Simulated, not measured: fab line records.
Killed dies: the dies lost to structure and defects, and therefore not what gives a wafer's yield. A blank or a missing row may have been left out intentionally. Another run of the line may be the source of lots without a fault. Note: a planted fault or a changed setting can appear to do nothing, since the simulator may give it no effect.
Chamber matching -- flow n5_finfet -- pecvd-03 running N5_BEOL_M8_PECVD_70: 3 sister chambers
The step deposits SiO2 from TEOS/O2, target thk 20 nm, time 22.7 s. 3 wafers are shown with their chamber, then 8 later ones without.

## EACH WAFER AND ITS CHAMBER
wafer,chamber,throttle_valve_pct (%)
L083.3,2,21.0
L083.4,1,23.3
L086.3,0,20.9

## WAFERS WITH NO CHAMBER GIVEN
wafer,throttle_valve_pct (%)
L086.4,20.7
L086.5,21.1
L097.2,21.3
L097.4,21.4
L097.5,21.3
L095.2,23.0
L095.3,22.9
L095.4,21.2

## EACH ONE'S CHAMBER
wafer,from the rows above,in truth
L086.4,can't be placed: 0 or 2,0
L086.5,can't be placed: 2 or 0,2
L097.2,can't be placed: 2 or 0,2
L097.4,can't be placed: 2 or 0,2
L097.5,can't be placed: 2 or 0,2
L095.2,1,1
L095.3,1,1
L095.4,can't be placed: 2 or 0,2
2 of 8 placed correctly. Unplaceable from these rows: 6, with the true chamber sitting among the candidates in 6. Placed wrongly: 0.
How it was worked out, from the rows above alone: a wafer's distance from a chamber is the root of the sum, over the readings, of the square of ((its reading less the chamber's mean) divided by the reading's scatter). The wafer belongs to the nearest chamber; if the next one is less than 2 further off, it can't be placed. A chamber's mean is the mean of its shown wafers. The scatter: root of mean squared gap, hidden wafer to nearest shown wafer, with one shown wafer a chamber.
